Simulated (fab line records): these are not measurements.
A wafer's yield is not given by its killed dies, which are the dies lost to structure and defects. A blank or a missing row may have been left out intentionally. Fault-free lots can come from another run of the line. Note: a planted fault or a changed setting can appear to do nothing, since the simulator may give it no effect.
Chamber matching | flow nand-harc | NHARC_P_GATE_ETCH_104 on rie-diel-12: 4 sister chambers
The step etches the open film in CF4/CHF3, target depth 60 nm. 4 wafers are shown with their chamber, then 11 later ones without.

== WAFERS WITH THEIR CHAMBER ==
wafer  | chamber | drypump-motor-current-A (A)
L077.4 | 3       | 6.0
L083.2 | 1       | 5.5
L083.3 | 2       | 5.8
L082.2 | 0       | 5.3

== WAFERS WHOSE CHAMBER IS MISSING ==
wafer  | drypump-motor-current-A (A)
L082.3 | 5.4
L082.5 | 5.7
L085.1 | 5.3
L085.2 | 5.7
L085.6 | 6.0
L088.1 | 5.3
L088.2 | 5.5
L088.4 | 5.7
L090.2 | 5.4
L090.3 | 5.9
L090.4 | 5.3

== WHICH CHAMBER EACH ONE RAN IN ==
wafer  | from the rows above     | in truth
L082.3 | can't be placed: 1 or 0 | 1
L082.5 | can't be placed: 2 or 1 | 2
L085.1 | 0                       | 0
L085.2 | can't be placed: 2 or 1 | 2
L085.6 | 3                       | 3
L088.1 | 0                       | 0
L088.2 | 1                       | 1
L088.4 | can't be placed: 2 or 1 | 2
L090.2 | can't be placed: 1 or 0 | 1
L090.3 | can't be placed: 3 or 2 | 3
L090.4 | 0                       | 0
Correctly placed: 5 of 11. These rows do not allow placing 6 (true chamber among the candidates in 6). Wrongly placed: 0.
How it was worked out, from the rows above alone: a wafer's distance from a chamber is the root of the sum, over the readings, of the square of ((its reading less the chamber's mean) divided by the reading's scatter). If the next closest chamber is less than 2 further off than the closest, the wafer can't be placed; otherwise it belongs to the closest. For every chamber, the mean is computed from those of its wafers that are shown. The scatter: with one shown wafer a chamber, the root of the mean of the squares of how far each hidden wafer lies from its nearest shown one.
